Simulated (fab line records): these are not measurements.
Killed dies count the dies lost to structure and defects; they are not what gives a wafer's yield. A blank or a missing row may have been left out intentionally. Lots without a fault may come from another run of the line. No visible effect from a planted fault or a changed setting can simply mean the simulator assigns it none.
The tool behind it: which one?	flow nandHarc	12 lots, 36 wafers sampled, at 2 steps of a route of 1302

WHAT THE GAUGES READ, wafer by wafer
NHARC_P_BONDPAD_CD_MEAS_13.
lot	measured	on	cdNm (nm)
L075	day 7 05:59	cdSem-03	496.4 498.3 497.9
L077	day 7 19:21	cdSem-01	496.5 497.2 496.0
L079	day 8 11:16	cdSem-01	499.2 500.6 501.2
L081	day 9 11:35	cdSem-01	498.3 500.0 500.5
L083	day 10 19:17	cdSem-02	500.4 500.0 500.9
L085	day 11 05:45	cdSem-01	498.1 500.1 497.9
L087	day 11 21:26	cdSem-03	498.5 499.3 497.8
L088	day 12 17:02	cdSem-02	498.3 500.6 498.9
L091	day 13 11:20	cdSem-02	499.8 498.8 499.8
L093	day 14 12:28	cdSem-02	498.8 498.2 498.3
L094	day 15 16:43	cdSem-03	498.9 499.0 497.7
L097	day 15 23:42	cdSem-02	499.8 498.4 498.0

WHICH TOOL RAN EACH LOT (tool, then ch and the chambers of the sampled wafers, then the start)
lot	NHARC_P_BONDPAD_ETCH_12
L075	rieDiel-05 ch 1,2,3, day 7 05:59 or earlier
L077	rieDiel-05 ch 0,1,3, day 7 19:21 or earlier
L079	rieDiel-13 ch 0,1,3, day 8 11:16 or earlier
L081	rieDiel-13 ch 0,1,2, day 9 11:35 or earlier
L083	rieDiel-08 ch 0,3, day 10 19:17 or earlier
L085	rieDiel-08 ch 0,2,3, day 11 05:45 or earlier
L087	rieDiel-13 ch 1,3, day 11 21:26 or earlier
L088	rieDiel-05 ch 0,3, day 12 17:02 or earlier
L091	rieDiel-08 ch 0,1,3, day 13 11:20 or earlier
L093	rieDiel-08 ch 0,1,3, day 14 12:28 or earlier
L094	rieDiel-13 ch 1,2,3, day 15 16:43 or earlier
L097	rieDiel-13 ch 1,2,3, day 15 23:42 or earlier
- NHARC_P_BONDPAD_ETCH_12: etches the open film in CHF3/O2, target depth 200 nm, time 100 s.

THE ANSWER, worked out from the rows above alone
Rule: the usual values come from the lots themselves. The widest of any qualifying gaps counts: lots, ordered by their means at a reading, are off when they make up no more than a third of the lots, leave a main group of 4 or more, and stand apart from it by 3 or more times the standard deviation of that group's means. Not used: any main group whose means are identical at the precision the tables above print for the reading. Also off: a lot with no number at a reading for which 4 or more lots have one. All remaining lots with rows at the step are treated as sound.
No lot is off on any of the readings shown, so nothing can be concluded from this.

WHAT WAS PUT IN BY THE SIMULATOR
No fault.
